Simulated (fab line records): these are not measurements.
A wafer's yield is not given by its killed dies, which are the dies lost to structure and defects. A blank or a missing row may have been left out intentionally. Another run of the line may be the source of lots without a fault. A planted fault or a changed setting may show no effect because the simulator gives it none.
fab line records	flow nand_harc	part 2 of 2: steps 21 to 33 of 33
record: lots: 5	wafers: 15	last_day: 32
route steps=1302 shown A_STAIRCASE@829
lots that met no fault: taken from a fault-free run of the same line
start_h: hours from the record's first day to the start of the lot's first wafer shown	wait_h: hours since the lot's step before	" the same as in the row above	L1.1+2: several wafers, shown together as one row	- no value present, or no start provided	* or withheld: withheld	< > ~ a bound
route shown NAME@n: names a module that has steps shown in the file, with the first one's number in the route	usual: the fault-free wafers' mean and standard deviation	same: alike in all rows	chamber/n: place in a boat	sites: per-site readings	_std_site: standard deviation across them	_edge_site: mean of outer sites minus mean of inner sites	radius_mm: how far each site lies from the wafer's centre	mask NAME#n: copy n	behind: the tool/chamber that last shaped the wafer	hold: why the lot went on hold/how many hours it stayed there/how the hold came to an end	device: whichever transistor did not switch (one of n, p or np)	end of line: the route-end tests of the same wafers	where a step has no rows: the recipe by itself	killed: at the first sort, the dies lost to defects and structure; wafer yield is something else	map: dies across one wafer; x = killed, . = not, _ = none there
set.NAME: the run value of the setting; set.NAME@STEP: its run value at that earlier step	model.NAME: the simulator's own value behind a step, which no gauge read
certain route steps with their lots: each step a table, each wafer a row
services: when a tool's chamber went out of use (start_h, in hours from the record's first day, below 0 if earlier), for how many hours, and the reason
== steps ==
step: NHARC_A_STAIRCASE_DEP_151
recipe: target_thk_a: 72000	temp_c: 400	target_thk_nm: 7200	teos_flow_sccm: 200	rf_w: 500	material: SiO2
usual: heater_power_w: 653/70
lot.wafer	tool	chamber	start_h	wait_h	heater_power_w
L076.5	pecvd-03	2	425.23	0.7	648
L076.6	"	0	"	"	576
L076.4	"	1	"	"	556
L079.1	pecvd-01	2	444.01	0.7	701
L079.6	"	0	"	"	630
L079.4	"	1	"	"	599
L088.2	pecvd-03	1	532.07	0.5	619
L088.6	"	0	"	"	619
L088.4	"	1	"	"	565
L090.2	pecvd-04	1	563.56	0.5	614
L090.3	"	2	"	"	667
L090.6	"	0	"	"	571
L094.4	pecvd-01	2	617.17	0.7	627
L094.5	"	0	"	"	679
L094.6	"	1	"	"	602
step: NHARC_A_STAIRCASE_ANNEAL_320
recipe: temp_c: 750	time_s: 1800
lot.wafer	tool	chamber	start_h	wait_h
L076.4+5+6	furnace-02	0	431.15	-
L079.1+4+6	furnace-02	0	447.77	-
L088.2+4+6	furnace-02	0	538.03	-
L090.2+3+6	furnace-03	0	567.91	-
L094.4+5+6	furnace-01	0	620.63	-
step: NHARC_A_STAIRCASE_DEP_322
recipe: target_thk_a: 72000	temp_c: 400	target_thk_nm: 7200	teos_flow_sccm: 200	rf_w: 500	material: SiO2
usual: heater_power_w: 647/70
lot.wafer	tool	chamber	start_h	wait_h	heater_power_w
L076.4	pecvd-03	0	434.81	0.4	604
L076.5	"	1	"	"	552
L076.6	"	2	"	"	654
L079.1	pecvd-01	1	451.24	0.2	738
L079.6	"	1	"	"	582
L079.4	"	2	"	"	628
L088.2	pecvd-01	0	541.45	0.1	780
L088.4	"	0	"	"	654
L088.6	"	1	"	"	596
L090.2	pecvd-03	0	571.33	0.1	746
L090.3	"	1	"	"	715
L090.6	"	2	"	"	668
L094.6	pecvd-04	0	624.31	0.3	567
L094.4	"	1	"	"	552
L094.5	"	2	"	"	546
step: NHARC_A_STAIRCASE_ANNEAL_323
recipe: temp_c: 750	time_s: 1800
lot.wafer	tool	chamber	start_h	wait_h
L076.4+5+6	furnace-01	0	439.92	-
L079.1+4+6	furnace-03	0	455.60	-
L088.2+4+6	furnace-02	0	545.51	-
L090.2+3+6	furnace-03	0	578.98	-
L094.4+5+6	furnace-01	0	627.78	-
step: NHARC_A_STAIRCASE_DEP_325
recipe: target_thk_a: 72000	temp_c: 400	target_thk_nm: 7200	teos_flow_sccm: 200	rf_w: 500	material: SiO2
usual: heater_power_w: 654/74
lot.wafer	tool	chamber	start_h	wait_h	heater_power_w
L076.5	pecvd-04	0	443.62	0.3	581
L076.4	"	1	"	"	527
L076.6	"	2	"	"	506
L079.1	pecvd-01	0	459.09	0.2	670
L079.4	"	2	"	"	634
L079.6	"	0	"	"	623
L088.2	pecvd-01	0	548.98	0.2	769
L088.6	"	0	"	"	683
L088.4	"	1	"	"	586
L090.2	pecvd-01	1	582.42	0.1	717
L090.3	"	2	"	"	707
L090.6	"	1	"	"	589
L094.6	pecvd-01	1	631.76	0.6	578
L094.5	"	2	"	"	652
L094.4	"	0	"	"	667
step: NHARC_A_STAIRCASE_ANNEAL_326
recipe: temp_c: 750	time_s: 1800
lot.wafer	tool	chamber	start_h	wait_h
L076.4+5+6	furnace-03	0	445.85	-
L079.1+4+6	furnace-02	0	465.78	-
L088.2+4+6	furnace-01	0	553.43	-
L090.2+3+6	furnace-02	0	592.36	-
L094.4+5+6	furnace-03	0	635.78	-
step: NHARC_A_STAIRCASE_DEHYDRATE_433
recipe: temp_c: 150	time_s: 120
usual: resist_line_temp_C: 23.01/0.11
lot.wafer	tool	chamber	start_h	wait_h	resist_line_temp_C
L076.4	litho_track-03	0	449.22	0.1	22.99
L076.5	"	0	"	"	23.06
L076.6	"	0	"	"	23.05
L079.1	litho_track-03	0	469.18	0.1	22.96
L079.4	"	0	"	"	22.94
L079.6	"	0	"	"	23.10
L088.2	litho_track-07	0	556.82	0.1	23.05
L088.4	"	0	"	"	23.16
L088.6	"	0	"	"	23.00
L090.2	litho_track-03	0	595.76	0.1	23.10
L090.3	"	0	"	"	22.92
L090.6	"	0	"	"	22.97
L094.4	litho_track-03	0	639.15	0.1	23.11
L094.5	"	0	"	"	23.09
L094.6	"	0	"	"	23.03
step: NHARC_A_STAIRCASE_HMDS_434
recipe: time_s: 30
usual: resist_line_temp_C: 23.01/0.097
lot.wafer	tool	chamber	start_h	wait_h	resist_line_temp_C
L076.4	litho_track-03	0	-	-	22.77
L076.5	"	0	"	"	22.97
L076.6	"	0	"	"	22.97
L079.1	litho_track-03	0	-	-	23.06
L079.4	"	0	"	"	23.17
L079.6	"	0	"	"	23.08
L088.2	litho_track-07	0	-	-	22.89
L088.4	"	0	"	"	22.84
L088.6	"	0	"	"	22.91
L090.2	litho_track-03	0	-	-	22.83
L090.3	"	0	"	"	22.90
L090.6	"	0	"	"	22.82
L094.4	litho_track-03	0	-	-	23.07
L094.5	"	0	"	"	23.08
L094.6	"	0	"	"	23.09
step: NHARC_A_STAIRCASE_COAT_435
recipe: spin_rpm: 1200
usual: resist_line_temp_C: 23.00/0.12
lot.wafer	tool	chamber	start_h	wait_h	resist_line_temp_C
L076.4	litho_track-03	0	-	-	23.15
L076.5	"	0	"	"	23.04
L076.6	"	0	"	"	23.01
L079.1	litho_track-03	0	-	-	22.85
L079.4	"	0	"	"	23.05
L079.6	"	0	"	"	23.09
L088.2	litho_track-07	0	-	-	22.97
L088.4	"	0	"	"	22.97
L088.6	"	0	"	"	22.90
L090.2	litho_track-03	0	-	-	22.95
L090.3	"	0	"	"	22.98
L090.6	"	0	"	"	23.07
L094.4	litho_track-03	0	-	-	22.89
L094.5	"	0	"	"	22.90
L094.6	"	0	"	"	23.02
step: NHARC_A_STAIRCASE_SOFTBAKE_436
recipe: temp_c: 135	time_s: 170
usual: resist_line_temp_C: 22.97/0.12
lot.wafer	tool	chamber	start_h	wait_h	resist_line_temp_C
L076.4	litho_track-03	0	-	-	22.98
L076.5	"	0	"	"	23.02
L076.6	"	0	"	"	22.95
L079.1	litho_track-03	0	-	-	22.79
L079.4	"	0	"	"	22.87
L079.6	"	0	"	"	22.84
L088.2	litho_track-07	0	-	-	22.83
L088.4	"	0	"	"	22.83
L088.6	"	0	"	"	22.88
L090.2	litho_track-03	0	-	-	23.23
L090.3	"	0	"	"	23.14
L090.6	"	0	"	"	23.06
L094.4	litho_track-03	0	-	-	22.93
L094.5	"	0	"	"	22.96
L094.6	"	0	"	"	22.95
step: NHARC_A_STAIRCASE_EBR_437
usual: resist_line_temp_C: 22.99/0.088
lot.wafer	tool	chamber	start_h	wait_h	resist_line_temp_C
L076.4	litho_track-03	0	-	-	22.94
L076.5	"	0	"	"	22.86
L076.6	"	0	"	"	23.05
L079.1	litho_track-03	0	-	-	22.91
L079.4	"	0	"	"	22.89
L079.6	"	0	"	"	23.02
L088.2	litho_track-07	0	-	-	23.00
L088.4	"	0	"	"	23.03
L088.6	"	0	"	"	23.03
L090.2	litho_track-03	0	-	-	22.89
L090.3	"	0	"	"	23.02
L090.6	"	0	"	"	23.05
L094.4	litho_track-03	0	-	-	22.87
L094.5	"	0	"	"	22.94
L094.6	"	0	"	"	22.95
step: NHARC_A_STAIRCASE_EXPOSE_438
recipe: na: 0.5	dose_mj: 28.97	mask_id: STAIR_REV
usual: focus_offset_nm: 0.0/0.48
lot.wafer	tool	chamber	start_h	wait_h	mask	focus_offset_nm
L076.4	krf_scanner-03	0	449.63	-	STAIR_REV#0	-0.2
L076.5	"	0	"	"	STAIR_REV#0	-1.4
L076.6	"	0	"	"	STAIR_REV#0	-0.3
L079.1	krf_scanner-04	0	469.51	-	STAIR_REV#0	-0.2
L079.4	"	0	"	"	STAIR_REV#0	0.0
L079.6	"	0	"	"	STAIR_REV#0	0.5
L088.2	krf_scanner-02	0	557.16	-	STAIR_REV#0	-0.5
L088.4	"	0	"	"	STAIR_REV#0	0.4
L088.6	"	0	"	"	STAIR_REV#0	-0.5
L090.2	krf_scanner-03	0	596.10	-	STAIR_REV#0	0.1
L090.3	"	0	"	"	STAIR_REV#0	0.9
L090.6	"	0	"	"	STAIR_REV#0	0.3
L094.4	krf_scanner-02	0	639.54	-	STAIR_REV#0	0.1
L094.5	"	0	"	"	STAIR_REV#0	0.1
L094.6	"	0	"	"	STAIR_REV#0	0.5
step: NHARC_A_STAIRCASE_PEB_439
recipe: peb_temp_c: 115	peb_time_s: 130
usual: resist_line_temp_C: 23.01/0.097
lot.wafer	tool	chamber	start_h	wait_h	resist_line_temp_C
L076.4	litho_track-05	0	449.68	0.0	22.93
L076.5	"	0	"	"	23.06
L076.6	"	0	"	"	23.06
L079.1	litho_track-07	0	469.58	0.1	22.77
L079.4	"	0	"	"	22.86
L079.6	"	0	"	"	22.83
L088.2	litho_track-03	0	557.22	0.1	22.98
L088.4	"	0	"	"	23.01
L088.6	"	0	"	"	23.04
L090.2	litho_track-05	0	596.16	0.1	22.98
L090.3	"	0	"	"	22.86
L090.6	"	0	"	"	23.09
L094.4	litho_track-07	0	639.59	0.0	23.03
L094.5	"	0	"	"	22.93
L094.6	"	0	"	"	22.92
== services ==
tool	chamber	start_h	hours	kind
rie_diel-07	1	405.40	4.9	repair
rie_diel-01	3	406.68	5.1	repair
furnace-02	-	412.83	18.3	repair
litho_track-07	-	426.00	7.0	pm
rie_diel-04	2	439.61	1.2	repair
litho_track-03	-	450.01	7.0	pm
wet_bench-01	-	453.60	8.0	pm
ald_hk-01	-	457.24	9.0	repair
rie_diel-07	-	472.81	9.0	pm
rie_diel-01	1	474.69	16.8	repair
rie_diel-01	0	491.18	4.9	repair
pecvd-01	-	503.10	13.0	pm
rie_diel-01	2	514.02	7.7	repair
rie_diel-04	0	520.71	8.1	repair
wet_bench-09	-	528.84	8.0	pm
rie_diel-04	-	534.29	9.0	pm
rie_diel-01	-	560.44	9.0	pm
rie_diel-04	0	563.20	2.9	repair
wet_bench-01	-	584.57	4.7	repair
rie_diel-04	2	588.21	18.9	repair
litho_track-07	-	601.00	7.0	pm
litho_track-03	-	625.01	7.0	pm
wet_bench-01	-	629.60	8.0	pm
pecvd-01	-	633.67	3.8	repair
